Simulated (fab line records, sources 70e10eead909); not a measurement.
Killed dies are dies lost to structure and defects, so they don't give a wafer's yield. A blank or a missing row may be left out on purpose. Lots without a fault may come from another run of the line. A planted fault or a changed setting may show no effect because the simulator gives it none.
Which tool did it? | flow nand_harc | 24 lots, 72 wafers sampled, at 1 step of a route of 1159

WHAT THE GAUGES READ, wafer by wafer
NHARC_A_CHANNEL_HOLE_D1_CD_MEAS_18.
lot  | measured     | on        | cd_nm (nm)
L076 | day 8 21:00  | cd_sem-02 | 99.8 100.6 102.9
L074 | day 8 21:34  | cd_sem-02 | 101.6 96.5 100.1
L075 | day 8 22:55  | cd_sem-01 | 98.0 96.8 100.7
L077 | day 8 23:07  | cd_sem-03 | 97.6 100.9 96.1
L078 | day 9 08:47  | cd_sem-03 | 96.7 96.7 101.3
L079 | day 9 08:56  | cd_sem-01 | 98.5 101.5 100.8
L080 | day 9 15:22  | cd_sem-03 | 97.9 99.4 98.5
L081 | day 9 16:05  | cd_sem-02 | 99.0 95.4 97.9
L082 | day 10 14:40 | cd_sem-01 | 101.7 101.7 102.3
L085 | day 10 15:07 | cd_sem-01 | 99.0 98.3 103.5
L083 | day 10 16:38 | cd_sem-01 | 101.8 99.8 96.9
L084 | day 10 19:55 | cd_sem-03 | 99.7 100.0 100.3
L086 | day 11 13:26 | cd_sem-01 | 96.7 98.9 97.6
L087 | day 11 13:53 | cd_sem-01 | 98.1 99.0 96.4
L088 | day 11 18:05 | cd_sem-01 | 102.9 98.9 98.0
L089 | day 12 03:02 | cd_sem-02 | 101.1 100.1 101.9
L090 | day 12 03:24 | cd_sem-01 | 96.1 99.1 97.5
L093 | day 13 00:53 | cd_sem-01 | 98.6 103.9 100.0
L092 | day 13 02:03 | cd_sem-03 | 101.9 104.2 99.9
L091 | day 13 02:32 | cd_sem-03 | 101.0 101.2 103.9
L094 | day 13 02:48 | cd_sem-02 | 97.4 97.5 97.4
L095 | day 13 08:55 | cd_sem-03 | 97.5 101.4 94.8
L096 | day 13 16:49 | cd_sem-01 | 99.5 96.1 96.7
L097 | day 14 12:37 | cd_sem-01 | 103.9 98.7 102.5

WHICH TOOL RAN EACH LOT (tool, then ch and the chambers of the sampled wafers, then the start)
The record holds no process step before these readings.

WHAT THE TOOLS THEMSELVES READ (means of the sampled wafers that have a number; where no wafer has one, the mark that the record gives instead)
The record holds no such reading with a usual standard deviation.

THE ANSWER, worked out from the rows above alone
Rule: what is usual is taken from the lots themselves. Put in order of their means at a reading, lots are off if they are a third of the lots or fewer, leave a main group of 4 or more, and stand apart from it by a gap of 3 or more times the standard deviation of the main group's means; of several such gaps the widest counts. A main group whose means are all the same, to the digits that the tables above print for the reading, isn't used. A lot without any number at a reading at which 4 lots or more have one is off too. The other lots that the step has rows for count as sound. The gauges are gone through in route order, then the tools' own readings, and for those a lot's mean is taken as printed above. The first step at which some lot is off is used, and at that step the reading that is off furthest; a lot without a number counts as furthest.
No lot is off at any reading shown: from this, nothing can be told.

WHAT THE SIMULATOR HAD PUT IN
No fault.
